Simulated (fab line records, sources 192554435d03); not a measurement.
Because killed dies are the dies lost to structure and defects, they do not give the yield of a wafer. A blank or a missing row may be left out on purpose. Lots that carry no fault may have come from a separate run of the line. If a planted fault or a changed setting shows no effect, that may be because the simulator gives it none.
Chamber matching -- flow n5-finfet -- 4 sister chambers for N5_BEOL_M1_STRIP_19 on rie-diel-03
The step strips in O2. 7 wafers are shown with their chamber, then 7 later ones without.

== WAFERS, EACH WITH ITS CHAMBER ==
wafer,chamber,throttle-valve-pct (%),showerhead-plenum-p-Torr (Torr)
L076.5,0,16.54,2.08
L082.1,1,16.40,1.93
L084.1,0,16.57,2.08
L084.2,2,17.16,2.09
L084.5,3,16.99,2.08
L085.1,3,17.00,2.07
L085.2,2,17.14,2.09

== WAFERS MISSING THEIR CHAMBER ==
wafer,throttle-valve-pct (%),showerhead-plenum-p-Torr (Torr)
L085.6,16.57,2.08
L087.1,16.58,2.08
L087.5,17.16,2.09
L087.6,16.41,1.93
L090.1,16.59,2.07
L090.4,17.00,2.07
L090.5,16.59,2.08

== CHAMBER TAKEN BY EACH ==
wafer,from the rows above,in truth
L085.6,0,0
L087.1,0,0
L087.5,2,2
L087.6,1,1
L090.1,0,0
L090.4,3,3
L090.5,0,0
Placed correctly: 7 of 7. Not placeable from these rows: 0. Wrongly placed: 0.
How it was worked out, from the rows above alone: a wafer's distance from a chamber is the root of the sum, over the readings, of the square of ((its reading less the chamber's mean) divided by the reading's scatter). The wafer belongs to the nearest chamber; if the next one is less than 2 further off, it can't be placed. Each chamber's mean is taken over the wafers shown for it. The scatter: take each reading less its chamber's mean, square it, sum over the shown wafers, divide by the number of wafers less the number of chambers, and take the root.
